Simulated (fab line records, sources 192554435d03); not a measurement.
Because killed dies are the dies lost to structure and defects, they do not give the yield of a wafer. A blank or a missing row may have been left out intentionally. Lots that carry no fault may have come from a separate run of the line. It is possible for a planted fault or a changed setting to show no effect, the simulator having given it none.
Chamber matching || flow n5 finfet || rie diel-04 running N5_BEOL_M11_STRIP_36: 4 sister chambers
The step strips in N2/H2. 4 wafers are shown with their chamber, then 8 later ones without.

== WAFERS PAIRED WITH THEIR CHAMBERS ==
{"wafer": "L084.6", "chamber": 2, "showerhead plenum p Torr (Torr)": 2.58}
{"wafer": "L091.1", "chamber": 3, "showerhead plenum p Torr (Torr)": 2.47}
{"wafer": "L091.6", "chamber": 0, "showerhead plenum p Torr (Torr)": 2.32}
{"wafer": "L090.1", "chamber": 1, "showerhead plenum p Torr (Torr)": 2.55}

== WAFERS WHOSE CHAMBER IS MISSING ==
{"wafer": "L090.2", "showerhead plenum p Torr (Torr)": 2.47}
{"wafer": "L090.3", "showerhead plenum p Torr (Torr)": 2.57}
{"wafer": "L093.1", "showerhead plenum p Torr (Torr)": 2.32}
{"wafer": "L093.4", "showerhead plenum p Torr (Torr)": 2.47}
{"wafer": "L093.6", "showerhead plenum p Torr (Torr)": 2.57}
{"wafer": "L094.2", "showerhead plenum p Torr (Torr)": 2.57}
{"wafer": "L094.3", "showerhead plenum p Torr (Torr)": 2.47}
{"wafer": "L094.6", "showerhead plenum p Torr (Torr)": 2.32}

== WHICH CHAMBER EACH ONE RAN IN ==
{"wafer": "L090.2", "from the rows above": 3, "in truth": 3}
{"wafer": "L090.3", "from the rows above": "can't be placed: 2 or 1", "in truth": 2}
{"wafer": "L093.1", "from the rows above": 0, "in truth": 0}
{"wafer": "L093.4", "from the rows above": 3, "in truth": 3}
{"wafer": "L093.6", "from the rows above": "can't be placed: 2 or 1", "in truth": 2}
{"wafer": "L094.2", "from the rows above": "can't be placed: 2 or 1", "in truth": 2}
{"wafer": "L094.3", "from the rows above": 3, "in truth": 3}
{"wafer": "L094.6", "from the rows above": 0, "in truth": 0}
5 of 8 placed correctly. Not placeable from these rows: 3 (in 3, the candidates include the true chamber). 0 placed wrongly.
How it was worked out, from the rows above alone: a wafer's distance from a chamber is the root of the sum, over the readings, of the square of ((its reading less the chamber's mean) divided by the reading's scatter). The wafer belongs to the nearest chamber; if the next one is less than 2 further off, it can't be placed. The mean given for a chamber averages the wafers shown for that chamber. The scatter: with one shown wafer a chamber, the root of the mean of the squares of how far each hidden wafer lies from its nearest shown one.
